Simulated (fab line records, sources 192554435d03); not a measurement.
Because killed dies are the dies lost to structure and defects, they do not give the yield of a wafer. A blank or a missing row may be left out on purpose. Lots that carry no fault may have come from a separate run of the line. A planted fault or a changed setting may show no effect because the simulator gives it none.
Which tool did it? | flow n5 finfet | 10 lots, 30 wafers sampled, at 3 steps of a route of 1938

## WHAT THE GAUGES SHOWED, per wafer
N5_BEOL_M4_RC_MEAS_101.
lot  | measured     | on        | RS_NWELL (ohm/sq)
L318 | day 10 20:59 | prober-02 | 1044 1030 1034
L324 | day 12 13:42 | prober-02 | 1025 1027 1037
L325 | day 13 23:03 | prober-02 | 1038 1042 1036
L328 | day 13 15:51 | prober-01 | 1036 1035 1041
L330 | day 13 09:17 | prober-02 | 959 957 946
L333 | day 15 08:42 | prober-01 | 951 959 951
L334 | day 14 17:44 | prober-01 | 961 948 946
L338 | day 15 22:50 | prober-02 | 1031 1034 1033
L339 | day 17 04:50 | prober-02 | 1035 1032 1031
L341 | day 17 10:15 | prober-01 | 1038 1039 1034

## EACH LOT AND THE TOOL THAT RAN IT (in order: tool; ch and the chambers of the sampled wafers; start)
lot  | N5_WELL_APT_IMPLANT_14         | N5_WELL_APT_DESCUM_30
L318 | implanter-02 ch 0, day 1 13:46 | rie diel-01 ch 1,2,3, day 1 14:48
L324 | implanter-01 ch 0, day 3 02:26 | rie diel-01 ch 2,3, day 3 03:33
L325 | implanter-02 ch 0, day 3 08:03 | rie diel-03 ch 1,3, day 3 09:08
L328 | implanter-01 ch 0, day 4 01:59 | rie diel-01 ch 0,1,3, day 4 03:08
L330 | implanter-02 ch 0, day 4 13:49 | rie diel-04 ch 1,2,3, day 4 14:58
L333 | implanter-02 ch 0, day 5 08:07 | rie diel-04 ch 0,1,2, day 5 09:16
L334 | implanter-02 ch 0, day 5 14:04 | rie diel-03 ch 1,2,3, day 5 15:10
L338 | implanter-01 ch 0, day 6 14:10 | rie diel-03 ch 0,1,2, day 6 15:17
L339 | implanter-01 ch 0, day 6 20:01 | rie diel-01 ch 0,1,2, day 6 21:26
L341 | implanter-01 ch 0, day 7 08:13 | rie diel-04 ch 0,2,3, day 7 09:34
- N5_WELL_APT_IMPLANT_14
- N5_WELL_APT_DESCUM_30: chemistry O2, time 7.9 s.

## THE ANSWER, worked out from the rows above alone
Rule: the usual values come from the lots themselves. Put in order of their means at a reading, lots are off if they are a third of the lots or fewer, leave a main group of 4 or more, and stand apart from it by a gap of 3 or more times the standard deviation of the main group's means; of several such gaps the widest counts. If all means in a main group match to the digits the tables above print for the reading, that group is not used. Also off: a lot with no number at a reading for which 4 or more lots have one. Any other lot the step has rows for is counted as sound.
Off: L330, L333, L334, at N5_BEOL_M4_RC_MEAS_101 (RS_NWELL). For the main group the mean is 1035 ohm/sq and the standard deviation 3.
If a tool, at a process step before that reading, ran all the lots that are off and no sound lot after the first of them, it fits. Gauges at N5_BEOL_M4_RC_MEAS_101: tried the same way as those tools. One candidate fits, namely implanter-02 at N5_WELL_APT_IMPLANT_14. Its last sound lot is L325 (day 3 08:03), its first lot that is off L330 (day 4 13:49): a fault that began between those two fits.

## WHAT WAS PUT IN BY THE SIMULATOR
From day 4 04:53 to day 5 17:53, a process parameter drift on implanter-02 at N5_WELL_APT_IMPLANT_14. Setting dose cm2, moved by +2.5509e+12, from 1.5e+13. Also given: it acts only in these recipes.
Struck lots among those shown: L330, L334, L333. The rule above found the same.
